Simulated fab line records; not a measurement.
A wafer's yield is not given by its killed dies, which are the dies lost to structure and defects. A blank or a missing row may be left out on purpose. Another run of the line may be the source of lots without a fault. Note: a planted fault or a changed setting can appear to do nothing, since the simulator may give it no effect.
Split-lot trial ; flow n5_finfet ; 7 lots, 39 wafers read, on a route of 1938 steps

## ABOUT THE SPLIT
At N5_FIN_SAQP_HM_DEP_72 (deposits SiO2 from SiH4/N2O, target thk 12 nm, time 7.2 s), the setting target_thk_a was moved away from the recipe's 120 angstrom on 18 of the 39 wafers read, by -10.5% to +10.6%. The other wafers ran this setting at the recipe's value.

## FROM THE SPLIT TO THE READING: what the file shows between them, 4 steps
- N5_FIN_SAQP_COAT_49: time 60 s, resist thk 100 nm
- N5_FIN_SAQP_COAT_50: time 60 s, resist thk 35 nm
- N5_FIN_SAQP_ETCH_52: etches SOC in N2/H2, target depth 100 nm, overetch 20 nm, time 150 s
- N5_FIN_SAQP_STRIP_53: strips in N2/H2

## THE READING
etch.depth_nm (the simulator's own value, which no gauge read), in nm, at N5_FIN_SAQP_HM_OPEN_73 (chemistry CHF3/O2, target SiO2, stops on a-Si, target depth 12 nm, time 16.8 s). There is no usual value for it anywhere in the file. Average 11.99 nm, standard deviation 0.22 nm, over the 21 wafers here run with the recipe.

wafer;tool, chamber at the split;target_thk_a as run, angstrom;against the recipe;etch.depth_nm, nm;against lot-mates on the recipe
L074.1;pecvd-03, 0;130.2;+8.5%;13.07;+1.01
L074.2;pecvd-03, 1;120;recipe;12.07;-
L074.3;pecvd-03, 2;120;recipe;11.85;-
L074.4;pecvd-03, 0;130.2;+8.5%;13.32;+1.26
L074.5;pecvd-03, 1;120;recipe;12.25;-
L074.6;pecvd-03, 2;130.2;+8.5%;13.11;+1.05
L083.1;pecvd-04, 0,1;120;recipe;12.05;-
L083.6;pecvd-04, 0,1;120;recipe;12.05;-
L083.2;pecvd-04, 2;132.7;+10.6%;13.31;+1.14
L083.3;pecvd-04, 1;132.7;+10.6%;13.05;+0.88
L083.4;pecvd-04, 2;120;recipe;12.4;-
L083.5;pecvd-04, 0;132.7;+10.6%;13.37;+1.20
L087.1;pecvd-02, 2;114.8;-4.3%;11.27;-0.94
L087.2;pecvd-02, 1;120;recipe;12.2;-
L087.3;pecvd-02, 0;114.8;-4.3%;11.24;-0.97
L087.4;pecvd-02, 1;120;recipe;12.32;-
L087.5;pecvd-02, 2;120;recipe;12.11;-
L087.6;pecvd-02, 0;114.8;-4.3%;11.19;-1.02
L092.1;pecvd-04, 0;120;recipe;11.87;-
L092.2;pecvd-04, 1;125.3;+4.4%;12.35;+0.38
L092.3;pecvd-04, 2;125.3;+4.4%;12.72;+0.75
L092.4;pecvd-04, 0;125.3;+4.4%;12.57;+0.60
L092.5;pecvd-04, 1;120;recipe;11.89;-
L092.6;pecvd-04, 2;120;recipe;12.15;-
L093.1;pecvd-04, 2;120;recipe;12.04;-
L093.2;pecvd-04, 0;131.3;+9.4%;12.98;+1.15
L093.3;pecvd-04, 1;120;recipe;11.68;-
L093.4;pecvd-04, 1;120;recipe;11.77;-
L093.5;pecvd-04, 0;131.3;+9.4%;13.22;+1.39
L093.6;pecvd-04, 2;131.3;+9.4%;13.45;+1.62
L094.1;pecvd-02, 1;107.4;-10.5%;10.44;-1.35
L094.2;pecvd-02, 0;120;recipe;11.54;-
L094.3;pecvd-02, 2;107.4;-10.5%;10.36;-1.43
L094.4;pecvd-02, 1;120;recipe;11.92;-
L094.5;pecvd-02, 0;107.4;-10.5%;10.63;-1.16
L094.6;pecvd-02, 2;120;recipe;11.9;-
L097.2;pecvd-04, 1;120;recipe;11.64;-
L097.3;pecvd-04, 2;120;recipe;12.01;-
L097.6;pecvd-04, 2;120;recipe;12.1;-
If several chambers appear in one row, that row covers several wafers at once and the file leaves open which wafer was in which chamber.

FIT RESULTS
A straight line over all 39 wafers: etch.depth_nm changes by +0.136 nm for each +1% of target_thk_a; r = +0.97; the points scatter about the line by 0.2 nm.
The same after taking each lot's own level away (the mean of its wafers on the recipe; 39 wafers): +0.131 nm for each +1%; r = +0.96; scatter 0.21 nm.
That fit puts the effect of the largest move of target_thk_a on the reading at 1.4 nm.
Measured against the standard deviation above, the lots' own levels, which go from 11.787 to 12.210 nm, span 2.0 times it.
Consequently the slope shifts little with the lot-to-lot level, the two slopes agreeing.
Check: for one of the wafers moved furthest among these (+10.6%), held out of the fit, the line's prediction against its lot-mates is +1.37 nm. It came out at +1.14 nm against them.

## OTHER SPLITS ON THESE WAFERS
Note: prior to the reading, these wafers also went through further splits. Each is held against what the fit with the lots' levels taken away leaves over:
other split on the same wafers;wafers away from the commonest value;r with etch.depth_nm (lot level and that fit taken away)
N5_WELL_APT_EXPOSE_22 dose_mj;12;-0.17

## THE WHOLE CHAIN: every reading that the file lists as answering this split, in the file's order
step;what it does;reading;change (the file's fit);r (the file's)
N5_FIN_SAQP_HM_DEP_72;deposits SiO2 from SiH4/N2O, target thk 12 nm, time 7.2 s;SiO2_of_FIN_SAQP_HM_DEP_72.thk_nm (the simulator's own value, which no gauge read);+0.129 nm for each +1% of the setting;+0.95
N5_FIN_SAQP_HM_OPEN_73;chemistry CHF3/O2, target SiO2, stops on a-Si, target depth 12 nm, time 16.8 s;etch.depth_nm (the simulator's own value, which no gauge read);+0.129 nm for each +1% of the setting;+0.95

## THE FILE'S OWN FIT
etch.depth_nm changes by +0.129 nm for each +1% of target_thk_a, r = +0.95.
